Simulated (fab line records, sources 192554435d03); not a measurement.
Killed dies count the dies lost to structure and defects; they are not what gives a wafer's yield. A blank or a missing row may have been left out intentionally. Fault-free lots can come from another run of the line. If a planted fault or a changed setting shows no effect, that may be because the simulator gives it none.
fab line records	flow n5Finfet
record: lots: 7	wafers: 39
route steps=1938 shown ZERO_LAYER@4 FIN_SAQP@102 SD_EPI_N@279 MOL_CONTACT_COAG@586 BEOL_M1@800 BEOL_M2@912 BEOL_M5@1191 BEOL_M6@1251 BEOL_M9@1419 BEOL_M12@1639 BEOL_M13@1696 MIM_TOP_LITHO@1845 PASSIVATION@1936
startH: hours from the record's first day to the start of the lot's first wafer shown	waitH: time in hours since the lot's previous step	" as in the row above	L1.1+2: one row covering several wafers at once	- no value present, or no start provided	* or withheld: withheld	< > ~ a bound
route shown NAME@n: NAME is a module with steps in the file, n the number in the route of the first one	usual: the fault-free wafers' mean and standard deviation	same: alike in all rows	chamber/n: place in a boat	sites: each site's reading	_std_site: standard deviation of those values	_edge_site: mean of outer sites minus mean of inner sites	radiusMm: how far each site lies from the wafer's centre	mask NAME#n: copy n	behind: the tool/chamber that last shaped the wafer	hold: cause of the lot's hold/its duration in hours/its outcome	device: names the non-switching transistor (n, p or np)	end of line: at the end of the route, the tests of the same wafers	a step without rows: its recipe alone	killed: at the first sort, the dies lost to defects and structure; wafer yield is something else	map: the dies of a wafer, with x for killed, . for not killed, _ for no die there
set.NAME: the setting the step ran with; set.NAME@STEP: the setting that earlier step ran with	model.NAME: the simulator's own value behind a step, which no gauge read
lots whose settings were changed on purpose; a table a step, a row a wafer
== steps ==
step: N5_ZERO_LAYER_PECVD_02
recipe: material: SiO2	targetThkA: 100	tempC: 400	precursor: SiH4/N2O	pressureTorr: 0.75	rfW: 275	timeS: 6
step: N5_FIN_SAQP_HM_DEP_72
recipe: material: SiO2	targetThkA: 120	tempC: 400	precursor: SiH4/N2O	pressureTorr: 0.75	rfW: 275	timeS: 7.2
step: N5_SD_EPI_N_ETCH_16
recipe: chemistry: CHF3/O2	target: SiO2	targetDepthA: 50	maskMaterial: SOC	pressureMtorr: 30	sourceW: 650	biasW: 170	Ar_flow_sccm: 200	CHF3_flow_sccm: 50	O2_flow_sccm: 5	ionEnergyEv: 200
step: N5_MOL_CONTACT_COAG_VIA_ETCH_46
recipe: chemistry: C4F6/O2	targetDepthA: 460	overetchA: 92	maskMaterial: SOC	target: SiO2	biasW: 455	pressureMtorr: 10	timeS: 40	sourceW: 325	Ar_flow_sccm: 300	C4F6_flow_sccm: 10	O2_flow_sccm: 10	ionEnergyEv: 575.3	ends: endPoint
step: N5_MOL_CONTACT_COAG_ETCHBACK_134
recipe: chemistry: CHF3	target: SiO2	targetDepthA: 100	timeS: 6.7	ionEnergyEv: 200	pressureMtorr: 30	sourceW: 610	biasW: 170	Ar_flow_sccm: 200	CHF3_flow_sccm: 50
step: N5_BEOL_M1_TRENCH_ETCH_37
recipe: chemistry: C4F6/O2	targetDepthA: 552.07	target: SiOC	timeS: 29	ionEnergyEv: 250	pressureMtorr: 30	sourceW: 355	biasW: 185	Ar_flow_sccm: 300	C4F6_flow_sccm: 10	O2_flow_sccm: 10
step: N5_BEOL_M2_SPUTTER_88
recipe: material: Cu	targetThkA: 45	tempC: -20	chamberPressurePa: 0.07	powerW: withheld	timeS: 8.29
step: N5_BEOL_M5_DEP_56
recipe: material: SiCN	targetThkA: 80	tempC: withheld	precursor: 3MS/NH3	pressureTorr: 3	rfW: 202	timeS: 14
step: N5_BEOL_M6_ALD_77
recipe: material: TaN	targetThkA: 20	tempC: 275	aldPrecursorFamily: PDMAT	aldCoReactant: NH3	pressureTorr: 3	carrierFlowSccm: 1500	pulseTimeS: 2	purgeTimeS: 3	coReactantPurgeTimeS: 2	coReactantPulseTimeS: 3	aldCycles: 40	precursorVesselTempC: 75	precursorVesselPressureTorr: 26.25	precursorVesselCarrierSccm: 1000
step: N5_BEOL_M9_ETCH_62
recipe: chemistry: N2/H2	target: SOC	targetDepthA: 1100	overetchA: 220	maskMaterial: SiARC	tempC: 40	timeS: 165	ionEnergyEv: 200	pressureMtorr: 30	sourceW: 840	biasW: 150	n2FlowSccm: 200	h2FlowSccm: 200
step: N5_BEOL_M12_TRENCH_ETCH_34
recipe: chemistry: C4F8/O2/Ar	target: SiOC	targetDepthA: 3189.5	maskMaterial: SOC	pressureMtorr: 30	sourceW: 3000	biasW: 700	Ar_flow_sccm: 400	C4F8_flow_sccm: 15	O2_flow_sccm: 8	heInnerTorr: 15	heOuterTorr: 30	timeS: 125.5	ionEnergyEv: 250
step: N5_BEOL_M13_TRENCH_ETCH_34
recipe: chemistry: C4F8/O2/Ar	target: SiOC	targetDepthA: 4134.7	maskMaterial: SOC	pressureMtorr: 30	sourceW: 3000	biasW: 700	Ar_flow_sccm: 400	C4F8_flow_sccm: 15	O2_flow_sccm: 8	heInnerTorr: 15	heOuterTorr: 30	timeS: 162.6	ionEnergyEv: 250
step: N5_MIM_TOP_LITHO_DEVELOP_07
recipe: developTimeS: 60	rinseLiquid: diw	dry: airSpin	devTempC: 21
step: N5_PASSIVATION_PROBE_49
usual: killed_at_M4_up: 13/4.6	killedAtContacts: 12/5.5
lot.wafer	tool	chamber	startH	waitH	set.timeS@ZERO_LAYER_PECVD_02	set.targetThkA@FIN_SAQP_HM_DEP_72	set.targetDepthA@SD_EPI_N_ETCH_16	set.targetDepthA@MOL_CONTACT_COAG_VIA_ETCH_46	set.timeS@MOL_CONTACT_COAG_ETCHBACK_134	set.timeS@BEOL_M1_TRENCH_ETCH_37	set.targetThkA@BEOL_M2_SPUTTER_88	set.targetThkA@BEOL_M5_DEP_56	set.aldCycles@BEOL_M6_ALD_77	set.timeS@BEOL_M9_ETCH_62	set.targetDepthA@BEOL_M12_TRENCH_ETCH_34	set.timeS@BEOL_M13_TRENCH_ETCH_34	set.developTimeS@MIM_TOP_LITHO_DEVELOP_07	killed_at_M4_up	killedAtContacts
L076.1	prober-01	-	277.52	0.0	3.892	160.5	50	460	6.7	29	45	112.7	40	165	3189.5	162.6	88.67	19	9
L076.2	prober-01	-	277.57	0.1	6	120	50	582	6.7	12.45	26.15	80	40	127.9	1717	135.3	88.67	502	12
L076.3	prober-01	-	277.62	0.1	3.892	120	50	460	6.7	29	26.15	112.7	60	127.9	1717	135.3	60	1019	13
L076.4	prober-01	-	277.67	0.2	3.892	160.5	50	582	6.7	12.45	26.15	112.7	60	165	3189.5	135.3	60	19	5
L076.5	prober-01	-	277.72	0.2	6	120	50	582	6.7	29	45	80	40	127.9	3189.5	162.6	60	1055	10
L076.6	prober-01	-	277.77	0.3	6	160.5	50	460	6.7	12.45	45	80	60	165	1717	162.6	88.67	14	2
L086.1	prober-01	-	346.62	0.0	8.942	120	50	230.1	6.7	29	35.51	111.6	40	165	3189.5	228.3	60	20	1081
L086.2	prober-01	-	346.67	0.1	6	120	50	230.1	6.7	29	35.51	80	57	165	3189.5	162.6	60	12	1111
L086.3	prober-01	-	346.72	0.1	6	120	50	230.1	6.7	29	45	111.6	57	165	3189.5	162.6	60	16	1091
L086.4	prober-01	-	346.77	0.2	6	120	50	460	6.7	29	35.51	80	40	165	3189.5	162.6	60	13	13
L086.5	prober-01	-	346.82	0.2	8.942	120	50	460	6.7	29	45	80	57	165	3189.5	228.3	60	17	14
L086.6	prober-01	-	346.87	0.3	8.942	120	50	460	6.7	29	45	111.6	40	165	3189.5	228.3	60	13	12
L090.1	prober-02	-	362.46	0.0	6	120	67.46	460	6.7	29	32.69	80	40	165	2437	115.3	60	22	5
L090.2	prober-02	-	362.51	0.1	6	78.07	67.46	460	6.7	39.13	45	80	40	92.77	2437	115.3	60	940	13
L090.3	prober-02	-	362.56	0.1	3.682	120	67.46	602.7	6.7	29	32.69	80	40	92.77	3189.5	115.3	60	1116	7
L090.4	prober-02	-	362.61	0.2	6	78.07	50	602.7	6.7	29	45	80	40	92.77	3189.5	162.6	60	1103	15
L090.5	prober-02	-	362.66	0.2	3.682	78.07	50	460	6.7	39.13	45	80	40	165	3189.5	162.6	60	24	7
L090.6	prober-02	-	362.71	0.3	3.682	120	50	602.7	6.7	39.13	32.69	80	40	165	2437	162.6	60	17	10
L091.1	prober-01	-	374.09	0.0	6	94.62	74.06	460	6.7	44.79	45	80	40	165	3189.5	205.6	74.1	17	10
L091.2	prober-01	-	374.14	0.1	4.679	94.62	50	330.6	6.7	29	45	124.7	40	135.8	3189.5	162.6	74.1	13	475
L091.3	prober-01	-	374.19	0.1	4.679	120	74.06	330.6	6.7	29	34.7	80	40	135.8	3189.5	205.6	74.1	21	836
L091.4	prober-01	-	374.24	0.2	4.679	94.62	50	460	6.7	44.79	34.7	124.7	40	135.8	3189.5	162.6	60	10	8
L091.5	prober-01	-	374.29	0.2	6	120	74.06	460	6.7	29	34.7	80	40	165	3189.5	162.6	60	13	15
L091.6	prober-01	-	374.34	0.3	6	120	50	330.6	6.7	44.79	45	124.7	40	165	3189.5	205.6	60	16	1046
L094.1	prober-01	-	380.91	0.0	2.411	120	50	653.3	5.083	22.5	34.9	80	40	165	4596	162.6	60	11	7
L094.2	prober-01	-	380.96	0.1	2.411	95.1	27.7	653.3	6.7	29	45	80	40	165	3189.5	162.6	60	10	22
L094.3	prober-01	-	381.01	0.1	6	95.1	50	460	6.7	29	34.9	80	40	165	4596	162.6	60	13	15
L094.4	prober-01	-	381.06	0.2	6	95.1	27.7	460	5.083	22.5	34.9	80	40	138.9	3189.5	162.6	60	15	15
L094.5	prober-01	-	381.11	0.2	2.411	120	50	460	5.083	29	45	80	40	138.9	3189.5	162.6	60	10	10
L094.6	prober-01	-	381.16	0.3	6	120	27.7	653.3	6.7	22.5	45	80	40	138.9	4596	162.6	60	21	14
L095.1	prober-02	-	391.92	0.0	6	120	50	369.2	4.267	29	45	94.93	40	165	3189.5	162.6	45.02	16	90
L095.2	prober-02	-	391.97	0.1	6	120	50	460	6.7	29	45	80	51	165	3189.5	71.63	60	356	16
L095.3	prober-02	-	392.02	0.1	4.003	90.75	32.99	460	4.267	29	54.19	80	40	165	3714	71.63	45.02	425	7
L095.4	prober-02	-	392.07	0.2	6	90.75	32.99	369.2	4.267	29	54.19	80	51	199.1	3714	162.6	45.02	10	272
L095.5	prober-02	-	392.12	0.2	4.003	90.75	50	369.2	6.7	29	54.19	94.93	40	199.1	3189.5	71.63	60	362	42
L095.6	prober-02	-	392.17	0.3	4.003	120	32.99	460	6.7	29	45	94.93	51	199.1	3714	162.6	60	14	15
L096.1	prober-02	-	405.81	0.0	6	120	50	460	6.7	29	45	80	40	165	3189.5	162.6	60	3	19
L096.4	prober-02	-	405.96	0.2	6	120	50	460	6.7	29	45	80	40	165	3189.5	162.6	60	11	8
L096.5	prober-02	-	406.01	0.2	6	120	50	460	6.7	29	45	80	40	165	3189.5	162.6	60	8	8
killed by level:class
L076.1 BEOL_M0_SAQP:geometricParticle:open=12 BEOL_M3:geometricParticle:open=12 FIN_SAQP:geometricParticle:short=10 MOL_CONTACT_COAG:geometricParticle:open=9 BEOL_M0_SAQP:geometricParticle:short=9 FIN_SAQP:geometricParticle:open=7 GATE_CUT:geometricParticle:short=7 BEOL_M4:geometricParticle:open=6
L076.2 BEOL_M9:areaEtch=472 BEOL_M12:areaEcd=16 MOL_CONTACT_COAG:geometricParticle:open=9 BEOL_M1:geometricParticle:open=9 FIN_SAQP:geometricParticle:open=8 BEOL_M2:geometricParticle:open=8 BEOL_M3:geometricParticle:open=6 BEOL_M4:geometricParticle:open=6
L076.3 BEOL_M9:areaEtch=1004 FIN_SAQP:geometricParticle:open=12 MOL_CONTACT_COAG:geometricParticle:open=12 BEOL_M0_SAQP:geometricParticle:short=10 FIN_SAQP:geometricParticle:short=9 BEOL_M3:geometricParticle:open=8 GATE_CUT:geometricParticle:short=6 DUMMY_GATE:geometricParticle:open=5
L076.4 BEOL_M1:areaEtch=1090 BEOL_M2:geometricParticle:open=11 BEOL_M4:geometricParticle:open=8 BEOL_M3:geometricParticle:open=6 GATE_CUT:geometricParticle:open=5 GATE_CUT:geometricParticle:short=5 BEOL_M0_SAQP:geometricParticle:short=5 FIN_SAQP:geometricParticle:open=4
L076.5 BEOL_M9:areaEtch=1047 BEOL_M3:geometricParticle:open=19 FIN_SAQP:geometricParticle:open=10 MOL_CONTACT_COAG:geometricParticle:open=9 FIN_SAQP:geometricParticle:short=6 BEOL_M1:geometricParticle:open=5 BEOL_M0_SAQP:geometricParticle:open=3 BEOL_M2:geometricParticle:open=3
L076.6 BEOL_M1:areaEtch=1090 BEOL_M3:geometricParticle:open=11 FIN_SAQP:geometricParticle:open=10 FIN_SAQP:geometricParticle:short=8 BEOL_M2:geometricParticle:open=6 STI_FIN_REVEAL:geometricParticle:open=5 BEOL_M0_SAQP:geometricParticle:open=5 BEOL_M7:geometricParticle:open=5
L086.1 MOL_CONTACT_COAG:areaEtch=1062 BEOL_M0_SAQP:geometricParticle:open=15 MOL_CONTACT_COAG:geometricParticle:open=11 BEOL_M4:geometricParticle:open=10 FIN_SAQP:geometricParticle:open=8 MOL_CONTACT_COAG:geometricParticle:short=8 BEOL_M3:geometricParticle:open=7 BEOL_M0_SAQP:geometricParticle:short=6
L086.2 MOL_CONTACT_COAG:areaEtch=1088 MOL_CONTACT_COAG:geometricParticle:open=19 STI_FIN_REVEAL:geometricParticle:open=7 BEOL_M0_SAQP:geometricParticle:short=7 BEOL_M4:geometricParticle:open=7 FIN_SAQP:geometricParticle:open=5 FIN_SAQP:geometricParticle:short=4 MOL_CONTACT_COAG:geometricParticle:short=4
L086.3 MOL_CONTACT_COAG:areaEtch=1081 FIN_SAQP:geometricParticle:open=11 STI_FIN_REVEAL:geometricParticle:open=11 BEOL_M0_SAQP:geometricParticle:short=11 MOL_CONTACT_COAG:geometricParticle:open=8 BEOL_M0_SAQP:geometricParticle:open=7 BEOL_M4:geometricParticle:open=6 STARTING-WAFER:geometricParticle:short=6
L086.4 FIN_SAQP:geometricParticle:short=17 FIN_SAQP:geometricParticle:open=15 MOL_CONTACT_COAG:geometricParticle:open=12 BEOL_M0_SAQP:geometricParticle:open=8 BEOL_M0:geometricParticle:open=7 STI_FIN_REVEAL:geometricParticle:open=6 BEOL_M0_SAQP:geometricParticle:short=5 BEOL_M4:geometricParticle:short=4
L086.5 FIN_SAQP:geometricParticle:open=14 BEOL_M0_SAQP:geometricParticle:open=13 MOL_CONTACT_COAG:geometricParticle:open=12 FIN_SAQP:geometricParticle:short=10 HKMG_FIN:areaEtch=9 BEOL_M1:geometricParticle:short=7 BEOL_M0_SAQP:geometricParticle:short=5 STI_FIN_REVEAL:geometricParticle:open=4
L086.6 FIN_SAQP:geometricParticle:open=15 STI_FIN_REVEAL:geometricParticle:open=13 MOL_CONTACT_COAG:geometricParticle:open=11 FIN_SAQP:geometricParticle:short=9 BEOL_M0_SAQP:geometricParticle:open=8 BEOL_M4:geometricParticle:open=7 BEOL_M0_SAQP:geometricParticle:short=5 STI_FIN_REVEAL:geometricParticle:short=4
L090.1 BEOL_M0_SAQP:geometricParticle:open=13 FIN_SAQP:geometricParticle:short=7 GATE_CUT:geometricParticle:short=6 BEOL_M0_SAQP:geometricParticle:short=6 BEOL_M4:geometricParticle:open=6 STI_FIN_REVEAL:geometricParticle:open=5 MOL_CONTACT_COAG:geometricParticle:open=5 STARTING-WAFER:geometricParticle:short=4
L090.2 BEOL_M9:areaEtch=926 BEOL_M1:areaEtch=169 MOL_CONTACT_COAG:geometricParticle:open=10 BEOL_M0_SAQP:geometricParticle:open=9 BEOL_M0_SAQP:geometricParticle:short=6 BEOL_M4:geometricParticle:open=6 HKMG_FIN:areaEtch=6 BEOL_M1:geometricParticle:open=5
L090.3 BEOL_M9:areaEtch=1102 BEOL_M0_SAQP:geometricParticle:open=9 MOL_CONTACT_COAG:geometricParticle:open=7 BEOL_M0_SAQP:geometricParticle:short=7 BEOL_M4:geometricParticle:open=7 FIN_SAQP:geometricParticle:open=4 BEOL_M3:geometricParticle:open=4 FIN_SAQP:geometricParticle:short=3
L090.4 BEOL_M9:areaEtch=1091 GATE_CUT:geometricParticle:short=12 MOL_CONTACT_COAG:geometricParticle:open=10 BEOL_M3:geometricParticle:open=9 BEOL_M4:geometricParticle:open=7 BEOL_M1:geometricParticle:open=6 BEOL_M0_SAQP:geometricParticle:short=5 FIN_CUT:geometricParticle:open=4
L090.5 BEOL_M4:geometricParticle:open=15 BEOL_M1:geometricParticle:open=11 STI_FIN_REVEAL:geometricParticle:open=7 FIN_SAQP:geometricParticle:open=6 MOL_CONTACT_COAG:geometricParticle:open=6 BEOL_M0_SAQP:geometricParticle:short=6 BEOL_M3:geometricParticle:open=5 GATE_CUT:geometricParticle:short=5
L090.6 HKMG_FIN:areaEtch=10 BEOL_M4:geometricParticle:open=9 BEOL_M3:geometricParticle:open=9 STI_FIN_REVEAL:geometricParticle:open=8 BEOL_M0_SAQP:geometricParticle:short=8 FIN_SAQP:geometricParticle:open=7 DUMMY_GATE:geometricParticle:open=7 MOL_CONTACT_COAG:geometricParticle:open=7
L091.1 BEOL_M1:areaEtch=882 FIN_SAQP:geometricParticle:short=14 STI_FIN_REVEAL:geometricParticle:open=12 MOL_CONTACT_COAG:geometricParticle:open=9 FIN_SAQP:geometricParticle:open=8 DUMMY_GATE:geometricParticle:open=7 BEOL_M4:geometricParticle:open=7 BEOL_M0_SAQP:geometricParticle:short=6
L091.2 MOL_CONTACT_COAG:areaEtch=466 FIN_SAQP:geometricParticle:open=20 FIN_SAQP:geometricParticle:short=9 BEOL_M3:geometricParticle:open=7 MOL_CONTACT_COAG:geometricParticle:open=6 BEOL_M0_SAQP:geometricParticle:open=6 GATE_CUT:geometricParticle:short=5 BEOL_M2:geometricParticle:short=5
L091.3 MOL_CONTACT_COAG:areaEtch=832 FIN_SAQP:geometricParticle:short=15 STI_FIN_REVEAL:geometricParticle:open=14 FIN_SAQP:geometricParticle:open=11 BEOL_M0_SAQP:geometricParticle:short=8 BEOL_M0_SAQP:geometricParticle:open=8 BEOL_M1:geometricParticle:open=7 BEOL_M4:geometricParticle:open=6
L091.4 BEOL_M1:areaEtch=1031 BEOL_M0_SAQP:geometricParticle:open=15 FIN_SAQP:geometricParticle:open=12 FIN_SAQP:geometricParticle:short=7 STI_FIN_REVEAL:geometricParticle:open=7 MOL_CONTACT_COAG:geometricParticle:open=7 BEOL_M0_SAQP:geometricParticle:short=7 DUMMY_GATE:geometricParticle:open=6
L091.5 MOL_CONTACT_COAG:geometricParticle:open=11 GATE_CUT:geometricParticle:short=7 BEOL_M1:geometricParticle:open=7 BEOL_M4:geometricParticle:open=6 DUMMY_GATE:geometricParticle:open=5 BEOL_M0_SAQP:geometricParticle:open=5 BEOL_M2:geometricParticle:open=5 BEOL_M3:geometricParticle:open=5
L091.6 MOL_CONTACT_COAG:areaEtch=1024 BEOL_M1:areaEtch=25 MOL_CONTACT_COAG:geometricParticle:open=17 BEOL_M0_SAQP:geometricParticle:open=16 FIN_SAQP:geometricParticle:short=11 FIN_SAQP:geometricParticle:open=11 BEOL_M1:geometricParticle:open=10 BEOL_M0_SAQP:geometricParticle:short=7
L094.1 DUMMY_GATE:geometricParticle:open=8 MOL_CONTACT_COAG:geometricParticle:open=7 GATE_CUT:geometricParticle:short=7 BEOL_M0_SAQP:geometricParticle:open=5 BEOL_M2:geometricParticle:open=5 GATE_CUT:geometricParticle:open=4 STI_FIN_REVEAL:geometricParticle:open=3 BEOL_M3:geometricParticle:open=3
L094.2 MOL_CONTACT_COAG:geometricParticle:open=17 DUMMY_GATE:geometricParticle:open=6 GATE_CUT:geometricParticle:short=6 BEOL_M0_SAQP:geometricParticle:short=6 BEOL_M4:geometricParticle:open=6 STARTING-WAFER:geometricParticle:short=6 MOL_CONTACT_COAG:geometricParticle:short=5 STARTING-WAFER:geometricParticle:open=4
L094.3 STI_FIN_REVEAL:geometricParticle:open=23 MOL_CONTACT_COAG:geometricParticle:open=10 DUMMY_GATE:geometricParticle:open=8 BEOL_M0_SAQP:geometricParticle:short=7 STI_FIN_REVEAL:geometricParticle:short=6 MOL_CONTACT_COAG:geometricParticle:short=5 BEOL_M0_SAQP:geometricParticle:open=5 HKMG_FIN:areaEtch=5
L094.4 MOL_CONTACT_COAG:geometricParticle:open=14 BEOL_M0_SAQP:geometricParticle:open=13 BEOL_M3:geometricParticle:open=12 DUMMY_GATE:geometricParticle:open=7 FIN_SAQP:geometricParticle:short=6 BEOL_M0_SAQP:geometricParticle:short=5 STARTING-WAFER:geometricParticle:short=5 BEOL_M4:geometricParticle:open=4
L094.5 STI_FIN_REVEAL:geometricParticle:open=15 STI_FIN_REVEAL:geometricParticle:short=11 MOL_CONTACT_COAG:geometricParticle:open=8 BEOL_M0_SAQP:geometricParticle:open=8 BEOL_M0_SAQP:geometricParticle:short=5 DUMMY_GATE:geometricParticle:open=5 PASS1_DEP:geometricParticle:open=4 STARTING-WAFER:geometricParticle:open=4
L094.6 MOL_CONTACT_COAG:geometricParticle:open=12 BEOL_M4:geometricParticle:open=12 BEOL_M3:geometricParticle:open=10 BEOL_M0_SAQP:geometricParticle:open=9 BEOL_M2:geometricParticle:open=6 DUMMY_GATE:geometricParticle:open=4 STARTING-WAFER:geometricParticle:short=4 GATE_CUT:geometricParticle:open=3
L095.1 MOL_CONTACT_COAG:areaEtch=85 BEOL_M0_SAQP:geometricParticle:short=14 BEOL_M0_SAQP:geometricParticle:open=9 BEOL_M1:geometricParticle:open=9 BEOL_M4:geometricParticle:open=8 BEOL_M3:geometricParticle:open=6 ILD0:geometricParticle:short=4 ILD0:geometricParticle:open=4
L095.2 BEOL_M13:areaEcd=340 STI_FIN_REVEAL:geometricParticle:open=15 BEOL_M0_SAQP:geometricParticle:open=14 MOL_CONTACT_COAG:geometricParticle:open=14 BEOL_M4:geometricParticle:open=12 BEOL_M0_SAQP:geometricParticle:short=8 BEOL_M2:geometricParticle:open=5 FIN_SAQP:geometricParticle:short=4
L095.3 BEOL_M13:areaEcd=416 BEOL_M0_SAQP:geometricParticle:open=15 BEOL_M0_SAQP:geometricParticle:short=11 FIN_SAQP:geometricParticle:open=5 GATE_CUT:geometricParticle:short=5 MOL_CONTACT_COAG:geometricParticle:open=5 BEOL_M1:geometricParticle:open=5 FIN_SAQP:geometricParticle:short=4
L095.4 MOL_CONTACT_COAG:areaEtch=261 STI_FIN_REVEAL:geometricParticle:open=9 BEOL_M0_SAQP:geometricParticle:open=9 ILD0:geometricParticle:short=8 BEOL_M0_SAQP:geometricParticle:short=7 MOL_CONTACT_COAG:geometricParticle:open=7 BEOL_M3:geometricParticle:open=7 FIN_SAQP:geometricParticle:open=6
L095.5 BEOL_M13:areaEcd=356 MOL_CONTACT_COAG:areaEtch=32 STI_FIN_REVEAL:geometricParticle:open=6 MOL_CONTACT_COAG:geometricParticle:open=6 BEOL_M0_SAQP:geometricParticle:short=6 BEOL_M0_SAQP:geometricParticle:open=5 BEOL_M3:geometricParticle:open=5 MOL_CONTACT_COAG:geometricParticle:short=4
L095.6 MOL_CONTACT_COAG:geometricParticle:open=11 BEOL_M0_SAQP:geometricParticle:open=10 BEOL_M0_SAQP:geometricParticle:short=9 BEOL_M2:geometricParticle:open=7 BEOL_M1:geometricParticle:open=5 FIN_SAQP:geometricParticle:short=4 MOL_CONTACT_COAG:geometricParticle:short=4 BEOL_M4:geometricParticle:open=4
L096.1 BEOL_M0_SAQP:geometricParticle:open=16 MOL_CONTACT_COAG:geometricParticle:open=15 FIN_SAQP:geometricParticle:open=13 BEOL_M2:geometricParticle:open=13 BEOL_M0_SAQP:geometricParticle:short=10 FIN_SAQP:geometricParticle:short=6 BEOL_M3:geometricParticle:open=5 STI_FIN_REVEAL:geometricParticle:open=4
L096.4 BEOL_M2:geometricParticle:open=11 FIN_SAQP:geometricParticle:short=8 FIN_SAQP:geometricParticle:open=8 BEOL_M0_SAQP:geometricParticle:short=7 BEOL_M0_SAQP:geometricParticle:open=6 STI_FIN_REVEAL:geometricParticle:open=5 MOL_CONTACT_COAG:geometricParticle:open=5 GATE_CUT:geometricParticle:short=5
L096.5 BEOL_M2:geometricParticle:open=12 BEOL_M3:geometricParticle:open=12 FIN_SAQP:geometricParticle:short=9 FIN_SAQP:geometricParticle:open=9 MOL_CONTACT_COAG:geometricParticle:open=8 BEOL_M0_SAQP:geometricParticle:open=8 BEOL_M0_SAQP:geometricParticle:short=7 STI_FIN_REVEAL:geometricParticle:open=7
== key ==
split: step: N5_ZERO_LAYER_PECVD_02	setting: timeS	statedAs: 6
response none clear
split: step: N5_FIN_SAQP_HM_DEP_72	setting: targetThkA	statedAs: 120
response none clear
split: step: N5_SD_EPI_N_ETCH_16	setting: targetDepthA	statedAs: 50
response none clear
split: step: N5_MOL_CONTACT_COAG_VIA_ETCH_46	setting: targetDepthA	statedAs: 460
response: step: N5_PASSIVATION_PROBE_49	reading: killedAtContacts	slope: -15	per: 1%	togetherWith: all	explained: 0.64
split: step: N5_MOL_CONTACT_COAG_ETCHBACK_134	setting: timeS	statedAs: 6.7
response none clear
split: step: N5_BEOL_M1_TRENCH_ETCH_37	setting: timeS	statedAs: 29
response none clear
split: step: N5_BEOL_M2_SPUTTER_88	setting: targetThkA	statedAs: 45
response none clear
split: step: N5_BEOL_M5_DEP_56	setting: targetThkA	statedAs: 80
response none clear
split: step: N5_BEOL_M6_ALD_77	setting: aldCycles	statedAs: 40
response none clear
split: step: N5_BEOL_M9_ETCH_62	setting: timeS	statedAs: 165
response: step: N5_PASSIVATION_PROBE_49	reading: killed_at_M4_up	slope: -18.1	per: 1%	togetherWith: all	explained: 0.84
split: step: N5_BEOL_M12_TRENCH_ETCH_34	setting: targetDepthA	statedAs: 3189.5
response none clear
split: step: N5_BEOL_M13_TRENCH_ETCH_34	setting: timeS	statedAs: 162.6
response none clear
split: step: N5_MIM_TOP_LITHO_DEVELOP_07	setting: developTimeS	statedAs: 60
response none clear
